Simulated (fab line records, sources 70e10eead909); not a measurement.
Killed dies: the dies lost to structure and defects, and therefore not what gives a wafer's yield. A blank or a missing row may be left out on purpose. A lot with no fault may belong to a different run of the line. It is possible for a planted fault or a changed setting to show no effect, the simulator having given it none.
fab line records -- flow nand_harc
[record] lots = 13, wafers = 39, last_day = 24
route steps=1159 shown P_STI@91 P_GATE@119
lots that met no fault: taken from a fault-free run of the same line
start_h: hours from the record's opening day to when the first of the lot's shown wafers began -- wait_h: hours from the lot's prior step to this one -- " identical to the entry in the row above -- L1.1+2: several wafers, shown together as one row -- - no value, or no start was given -- * or withheld: withheld -- < > ~ a bound
route shown NAME@n: a module of which the file shows steps, and the number in the route of the first -- usual: the fault-free wafers' mean and standard deviation -- same: alike in all rows -- chamber/n: place in a boat -- sites: each site's reading -- _std_site: their standard deviation -- _edge_site: inner sites' mean taken away from outer sites' mean -- radius_mm: for every site, how far away it sits from the centre of the wafer -- mask NAME#n: copy n -- behind: tool/chamber where the wafer was last shaped -- hold: the reason the lot was held/the length of the hold in hours/how it ended -- device: the transistor (n, p or np) that didn't switch -- end of line: the route-end tests of the same wafers -- where a step has no rows: the recipe by itself -- killed: count of dies lost to structure and defects at first sort (not the wafer's yield) -- map: per-die view of a wafer (x killed, . not killed, _ where there is no die)
set.NAME: the setting the step ran with; set.NAME@STEP: the setting that earlier step ran with -- model.NAME: the simulator's own value behind a step, which no gauge read
steps of the route over a sample of lots; a table a step, a row a wafer
services: when a tool's chamber went out of use (start_h, in hours from the record's first day, below 0 if earlier), for how many hours, and the reason
[[steps]]
[step NHARC_P_STI_CD_MEAS_16]
[usual] cd_nm = 200.5/1.6
lot.wafer,tool,chamber,start_h,wait_h,cd_nm
L346.1,cd_sem-02,-,44.82,-,201.2
L346.2,cd_sem-02,-,44.82,-,202.4
L346.3,cd_sem-02,-,44.82,-,201.9
L347.2,cd_sem-02,-,44.95,-,199.3
L347.3,cd_sem-02,-,44.95,-,202.2
L347.4,cd_sem-02,-,44.95,-,198.7
L350.1,cd_sem-01,-,65.63,-,204.3
L350.2,cd_sem-01,-,65.63,-,204.1
L350.3,cd_sem-01,-,65.63,-,204.4
L351.1,cd_sem-02,-,71.78,-,200.9
L351.4,cd_sem-02,-,71.78,-,202.7
L351.5,cd_sem-02,-,71.78,-,200.1
L352.1,cd_sem-03,-,79.55,-,199.1
L352.3,cd_sem-03,-,79.55,-,199.2
L352.4,cd_sem-03,-,79.55,-,199.8
L353.3,cd_sem-02,-,87.37,-,200.3
L353.4,cd_sem-02,-,87.37,-,200.4
L353.6,cd_sem-02,-,87.37,-,201.5
L355.1,cd_sem-03,-,98.80,-,199.1
L355.5,cd_sem-03,-,98.80,-,201.5
L355.6,cd_sem-03,-,98.80,-,200.7
L357.1,cd_sem-01,-,107.87,-,199.2
L357.4,cd_sem-01,-,107.87,-,200.4
L357.6,cd_sem-01,-,107.87,-,198.3
L358.3,cd_sem-02,-,114.49,-,198.0
L358.4,cd_sem-02,-,114.49,-,199.3
L358.5,cd_sem-02,-,114.49,-,200.3
L359.2,cd_sem-01,-,120.46,-,200.2
L359.4,cd_sem-01,-,120.46,-,201.5
L359.6,cd_sem-01,-,120.46,-,203.0
L361.1,cd_sem-02,-,129.45,-,200.3
L361.2,cd_sem-02,-,129.45,-,202.7
L361.6,cd_sem-02,-,129.45,-,201.5
L362.1,cd_sem-01,-,137.95,-,201.9
L362.5,cd_sem-01,-,137.95,-,202.4
L362.6,cd_sem-01,-,137.95,-,202.7
L367.2,cd_sem-02,-,170.41,-,201.2
L367.5,cd_sem-02,-,170.41,-,201.3
L367.6,cd_sem-02,-,170.41,-,201.0
[step NHARC_P_STI_OCD_MEAS_43]
[usual] trench_depth_nm = 299.6/2.5, trench_foot_cd_nm = 158.8/1.5
lot.wafer,tool,chamber,start_h,wait_h,trench_depth_nm,trench_foot_cd_nm
L346.1,ocd-01,-,45.42,-,298.4,159.6
L346.2,ocd-01,-,45.42,-,298.7,160.7
L346.3,ocd-01,-,45.42,-,297.4,160.1
L347.2,ocd-02,-,45.54,-,298.1,158.4
L347.3,ocd-02,-,45.54,-,298.5,160.5
L347.4,ocd-02,-,45.54,-,299.9,156.7
L350.1,ocd-01,-,66.23,-,296.8,162.9
L350.2,ocd-01,-,66.23,-,302.6,161.2
L350.3,ocd-01,-,66.23,-,301.0,161.8
L351.1,ocd-01,-,72.47,-,301.6,158.9
L351.4,ocd-01,-,72.47,-,301.3,160.4
L351.5,ocd-01,-,72.47,-,299.1,159.2
L352.1,ocd-01,-,80.14,-,299.8,158.0
L352.3,ocd-01,-,80.14,-,301.5,157.4
L352.4,ocd-01,-,80.14,-,298.9,159.5
L353.3,ocd-01,-,87.97,-,300.7,158.0
L353.4,ocd-01,-,87.97,-,302.4,157.3
L353.6,ocd-01,-,87.97,-,301.7,158.8
L355.1,ocd-01,-,99.49,-,298.1,157.8
L355.5,ocd-01,-,99.49,-,300.1,157.5
L355.6,ocd-01,-,99.49,-,298.6,158.0
L357.1,ocd-02,-,108.47,-,299.8,156.8
L357.4,ocd-02,-,108.47,-,297.7,158.7
L357.6,ocd-02,-,108.47,-,301.8,157.2
L358.3,ocd-02,-,115.08,-,299.6,156.1
L358.4,ocd-02,-,115.08,-,300.8,157.2
L358.5,ocd-02,-,115.08,-,300.7,157.7
L359.2,ocd-02,-,121.06,-,301.3,159.4
L359.4,ocd-02,-,121.06,-,303.8,159.1
L359.6,ocd-02,-,121.06,-,301.8,161.0
L361.1,ocd-01,-,130.05,-,298.7,159.7
L361.2,ocd-01,-,130.05,-,297.8,161.5
L361.6,ocd-01,-,130.05,-,299.2,160.3
L362.1,ocd-01,-,138.55,-,304.2,160.4
L362.5,ocd-01,-,138.55,-,298.3,161.5
L362.6,ocd-01,-,138.55,-,303.5,160.9
L367.2,ocd-01,-,171.01,-,299.2,159.2
L367.5,ocd-01,-,171.01,-,297.5,160.1
L367.6,ocd-01,-,171.01,-,299.4,159.2
[step NHARC_P_GATE_EXPOSE_08]
[recipe] na = 0.6, dose_mj = 16.75, mask_id = P_HV
lot.wafer,tool,chamber,start_h,wait_h,mask
L346.1+2+3,krf_scanner-04,0,84.28,-,P_HV#0
L347.2+3+4,krf_scanner-03,0,84.44,-,P_HV#0
L350.1+2+3,krf_scanner-01,0,103.72,-,P_HV#0
L351.1+4+5,krf_scanner-04,0,109.79,-,P_HV#0
L352.1+3+4,krf_scanner-01,0,118.23,-,P_HV#0
L353.3+4+6,krf_scanner-01,0,128.67,-,P_HV#0
L355.1+5+6,krf_scanner-03,0,141.86,-,P_HV#0
L357.1+4+6,krf_scanner-03,0,152.03,-,P_HV#0
L359.2+4+6,krf_scanner-04,0,157.16,-,P_HV#0
L358.3+4+5,krf_scanner-03,0,157.32,-,P_HV#0
L361.1+2+6,krf_scanner-01,0,170.87,-,P_HVPW#0
L362.1+5+6,krf_scanner-04,0,171.03,-,P_HV#0
L367.2+5+6,krf_scanner-04,0,202.77,-,P_HV#0
[step NHARC_P_GATE_CD_MEAS_11]
[recipe] target_cd_nm = 1640, landing_energy_ev = 500
[usual] cd_nm = 1639.9/1.6
lot.wafer,tool,chamber,start_h,wait_h,cd_nm
L346.1,cd_sem-01,0,84.43,-,1637.3
L346.2,cd_sem-01,0,84.43,-,1639.0
L346.3,cd_sem-01,0,84.43,-,1638.9
L347.2,cd_sem-02,0,84.60,-,1639.9
L347.3,cd_sem-02,0,84.60,-,1639.5
L347.4,cd_sem-02,0,84.60,-,1638.2
L350.1,cd_sem-01,0,103.87,-,1638.9
L350.2,cd_sem-01,0,103.87,-,1639.9
L350.3,cd_sem-01,0,103.87,-,1640.2
L351.1,cd_sem-01,0,109.95,-,1641.4
L351.4,cd_sem-01,0,109.95,-,1641.4
L351.5,cd_sem-01,0,109.95,-,1639.8
L352.1,cd_sem-02,0,118.39,-,1641.6
L352.3,cd_sem-02,0,118.39,-,1643.4
L352.4,cd_sem-02,0,118.39,-,1642.0
L353.3,cd_sem-01,0,128.83,-,1640.7
L353.4,cd_sem-01,0,128.83,-,1639.2
L353.6,cd_sem-01,0,128.83,-,1639.7
L355.1,cd_sem-01,0,142.01,-,1641.8
L355.5,cd_sem-01,0,142.01,-,1641.4
L355.6,cd_sem-01,0,142.01,-,1639.9
L357.1,cd_sem-01,0,152.19,-,1639.6
L357.4,cd_sem-01,0,152.19,-,1638.1
L357.6,cd_sem-01,0,152.19,-,1638.3
L359.2,cd_sem-01,0,157.31,-,1640.7
L359.4,cd_sem-01,0,157.31,-,1639.4
L359.6,cd_sem-01,0,157.31,-,1639.4
L358.3,cd_sem-01,0,157.48,-,1638.4
L358.4,cd_sem-01,0,157.48,-,1637.1
L358.5,cd_sem-01,0,157.48,-,1638.4
L361.1,cd_sem-01,0,171.02,-,-
L361.2,cd_sem-01,0,171.02,-,-
L361.6,cd_sem-01,0,171.02,-,-
L362.1,cd_sem-01,0,171.18,-,1640.9
L362.5,cd_sem-01,0,171.18,-,1642.1
L362.6,cd_sem-01,0,171.18,-,1641.4
L367.2,cd_sem-01,0,202.93,-,1638.8
L367.5,cd_sem-01,0,202.93,-,1637.4
L367.6,cd_sem-01,0,202.93,-,1640.7
[step NHARC_P_GATE_DESCUM_13]
[recipe] time_s = 3, o2_flow_sccm = 200, ar_flow_sccm = 0, bias_power_w = 0, chemistry = O2
[usual] drypump_motor_current_A = 5.6/0.56, oes_product_au = 0.998/0.0068, rf_vpp_V = 57.6/0.84, showerhead_plenum_p_Torr = 1.88/0.059, throttle_valve_pct = 11.310/0.0091
lot.wafer,tool,chamber,start_h,wait_h,drypump_motor_current_A,oes_product_au,rf_hours_counter_h,rf_vpp_V,showerhead_plenum_p_Torr,throttle_valve_pct
L346.1,rie_diel-13,1,84.59,-,6.5,0.989,62,57.1,1.80,11.308
L346.2,rie_diel-13,2,84.59,-,6.3,1.000,61,58.4,1.89,11.330
L346.3,rie_diel-13,0,84.59,-,5.4,1.010,62,57.2,1.87,11.296
L347.3,rie_diel-05,3,84.75,-,5.0,0.999,15,58.2,1.91,11.305
L347.2,rie_diel-05,0,84.75,-,5.8,1.006,16,58.1,1.88,11.291
L347.4,rie_diel-05,0,84.75,-,5.8,1.003,-,58.0,1.88,11.301
L350.1,rie_diel-05,3,104.04,-,5.0,0.999,20,56.7,1.91,11.317
L350.2,rie_diel-05,0,104.04,-,5.8,0.996,21,56.3,1.88,11.318
L350.3,rie_diel-05,2,104.04,-,4.7,1.002,18,57.5,1.92,11.289
L351.1,rie_diel-01,0,110.13,-,6.2,0.989,50,57.3,1.99,11.300
L351.4,rie_diel-01,2,110.13,-,6.3,0.992,52,57.2,1.89,11.308
L351.5,rie_diel-01,3,110.13,-,5.6,0.990,-,59.0,1.94,11.299
L352.3,rie_diel-05,3,118.56,-,5.0,0.998,25,57.4,1.90,11.316
L352.1,rie_diel-05,0,118.56,-,5.8,1.005,25,57.5,1.88,11.320
L352.4,rie_diel-05,2,118.56,-,4.8,1.011,23,57.2,1.92,11.313
L353.4,rie_diel-05,1,129.00,-,6.0,0.998,18,55.2,1.85,11.320
L353.3,rie_diel-05,3,129.00,-,5.0,0.995,25,56.9,1.90,11.293
L353.6,rie_diel-05,1,129.00,-,6.1,0.988,-,57.5,1.85,11.302
L355.1,rie_diel-13,2,142.28,-,6.3,1.008,16,55.9,1.88,11.317
L355.5,rie_diel-13,0,142.28,-,5.4,1.000,-,57.8,1.86,11.311
L355.6,rie_diel-13,1,142.28,-,6.5,0.997,-,57.1,1.79,11.317
L357.1,rie_diel-05,3,152.37,-,5.0,1.002,29,57.3,1.90,11.309
L357.4,rie_diel-05,0,152.37,-,5.8,1.003,29,58.2,1.88,11.303
L357.6,rie_diel-05,1,152.37,-,6.1,0.996,-,58.8,1.85,11.311
L359.2,rie_diel-05,0,157.47,-,5.8,0.998,30,56.8,1.88,11.306
L359.4,rie_diel-05,1,157.47,-,6.1,0.997,22,57.4,1.85,11.323
L359.6,rie_diel-05,1,157.47,-,6.1,0.991,-,57.2,1.85,11.304
L358.4,rie_diel-05,0,157.66,-,5.8,1.004,30,57.5,1.88,11.303
L358.3,rie_diel-05,1,157.66,-,6.1,1.003,22,58.3,1.85,11.299
L358.5,rie_diel-05,3,157.66,-,5.0,1.003,-,58.4,1.90,11.315
L361.2,rie_diel-13,0,171.48,-,5.4,1.011,28,58.1,1.86,11.303
L361.1,rie_diel-13,1,171.48,-,6.4,1.001,30,58.3,1.79,11.316
L361.6,rie_diel-13,3,171.48,-,5.4,0.982,-,57.0,1.79,11.308
L362.1,rie_diel-13,0,171.56,-,5.4,1.005,28,59.1,1.86,11.308
L362.6,rie_diel-13,3,171.56,-,5.4,0.996,-,56.7,1.78,11.307
L362.5,rie_diel-13,0,171.56,-,5.4,1.004,-,57.4,1.86,11.327
L367.2,rie_diel-13,2,203.08,-,6.3,0.999,40,56.6,1.87,11.308
L367.5,rie_diel-13,2,203.08,-,6.3,1.001,-,57.7,1.87,11.316
L367.6,rie_diel-13,3,203.08,-,5.4,0.985,-,56.8,1.78,11.310
[[services]]
tool,chamber,start_h,hours,kind
rie_diel-05,2,61.08,4.7,repair
rie_diel-05,0,69.17,-,clean
rie_diel-05,1,69.17,-,clean
rie_diel-05,2,69.17,-,clean
rie_diel-05,3,69.17,-,clean
rie_diel-13,0,74.25,3.1,repair
rie_diel-01,3,78.60,9.5,repair
krf_scanner-01,-,84.00,4.0,pm
krf_scanner-03,-,89.40,0.2,repair
rie_diel-05,0,93.67,-,clean
rie_diel-05,1,93.67,-,clean
rie_diel-05,2,93.67,-,clean
rie_diel-13,-,99.05,9.0,pm
rie_diel-01,2,113.48,2.2,repair
rie_diel-01,2,119.99,11.8,repair
krf_scanner-04,-,126.00,4.0,pm
rie_diel-01,-,137.85,9.0,pm
krf_scanner-03,-,145.10,0.6,repair
rie_diel-13,-,159.92,0.2,repair
rie_diel-01,0,160.11,7.4,repair
rie_diel-05,-,163.60,9.0,pm
krf_scanner-03,-,168.00,4.0,pm
rie_diel-05,3,185.74,23.8,repair
rie_diel-13,2,191.71,3.1,repair
[[key]]
[first_sign] step = NHARC_P_GATE_EXPOSE_08, reading = mask, direction = changed
[effect] step = NHARC_P_GATE_CD_MEAS_11, reading = cd_nm, direction = missing
met_at NHARC_P_GATE_EXPOSE_08
struck_lots L361
later_rows_left_out L361.1,L361.2,L361.6
sort_left_out L361.1,L361.2,L361.6
tester_left_out L361
not_acting_at NHARC_P_STI_CD_MEAS_16,NHARC_P_STI_OCD_MEAS_43,NHARC_P_GATE_DESCUM_13
onset_between 128.67 170.87
[fault] kind = wrong_mask, tool = any, chamber = -, onset_h = 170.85, steps = NHARC_P_GATE_EXPOSE_08, aux_copy = P_HVPW#0, scope = struck_lots_only
// tester_left_out: of these lots the tester's yield and bins aren't shown, on N5 and GAA mostly nor the transistor test; their killed dies are dies lost to structure and defects alone, not to doping, threshold or leakage, so they don't give the yield
// sort_left_out: the simulated sort isn't trusted on such a fault, so these wafers' sort isn't shown, and their yield isn't known
// later_rows_left_out: the simulator's readings of these wafers behind a module that went badly wrong aren't trusted and aren't shown, but for the sort
